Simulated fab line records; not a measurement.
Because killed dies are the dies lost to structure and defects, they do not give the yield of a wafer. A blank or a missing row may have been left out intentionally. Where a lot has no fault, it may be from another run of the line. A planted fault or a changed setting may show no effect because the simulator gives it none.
Problem report in the 8D (eight disciplines) form, filled by code    flow n5-finfet    the parts of the form that need people (team, actions taken, sign-off) are left out

1. WHAT IS WRONG
At N5_PASSIVATION_PECVD_53, run-length-s averages 149.0 s over 3 wafers from 3 lots, while fault-free wafers read 197.2 s, standard deviation 0.61. That is -79 standard deviations from the usual mean.
The step: deposits SiO2 from TEOS/O2, target thk 800 nm, time 169.4 s.
The first sign was on wafer L712.5 at day 14 22:59, on pecvd-01. Wafers with a number at this step in the record: 30, from 11 lots. Rule for "out" (also "out of limits"): further than 4 standard deviations from the usual mean. All remaining wafers that have a number are taken as sound.

2. WHAT IT IS AND WHAT IT IS NOT
question                     is                      is not
which readings at this step  run-length-s            -
which lots                   L712, L715, L716        L703, L705, L707, L710, L718, L722, L723, L726
which wafers of those lots   L712.5, L715.2, L716.5  L712.4, L715.3, L715.6, L716.1
read on which tools          pecvd-01                pecvd-02, pecvd-03
when                         from day 14 22:59       up to then (13 sound wafers); but 14 sound wafers of L715, L716, L718, L722, L723, L726 came after

3. SUSPECTS, AND WHAT RULES EACH OUT
Counting: a tool at a process step up to the reading stays a suspect if it ran every lot that is out. Sound lots after the first of them don't rule it out here, since some wafers of a struck lot are sound.
- pecvd-01 at N5_PASSIVATION_PECVD_53 (deposits SiO2 from TEOS/O2, target thk 800 nm, time 169.4 s): kept. It processed each lot that is out (first: L712, day 14 22:59); up to then, its last sound lot is L710 (day 14 06:38). Out on those wafers are its own readings of run-length-s.
Left after counting: pecvd-01 at N5_PASSIVATION_PECVD_53.

4. THE CAUSE (what the simulator had put in)
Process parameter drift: pecvd-01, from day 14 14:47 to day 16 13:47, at N5_PASSIVATION_PECVD_53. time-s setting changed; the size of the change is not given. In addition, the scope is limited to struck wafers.
After counting, this tool was the only one left.

5. THE CHAIN OF EFFECTS, in route order
Rows list readings where the struck wafers' mean (over those with a number) sits beyond 3 standard deviations from the usual. Readings are gone through only where the record gives a usual standard deviation; hours: the median, over the lots, of the time from a lot's start at the first step in this table giving one to that lot's start at this step; sigmas: the change measured in usual standard deviations.
hours  step                     reading       usual    on struck wafers  change  sigmas
0      N5_PASSIVATION_PECVD_53  run-length-s  197.2 s  149.0             -48.2   -79
The process steps in it:
- N5_PASSIVATION_PECVD_53: deposits SiO2 from TEOS/O2, target thk 800 nm, time 169.4 s.

6. WHAT WOULD HAVE CAUGHT IT SOONER
In this record the first reading out of limits was taken at day 14 22:59, 8 hours after the fault began at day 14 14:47.
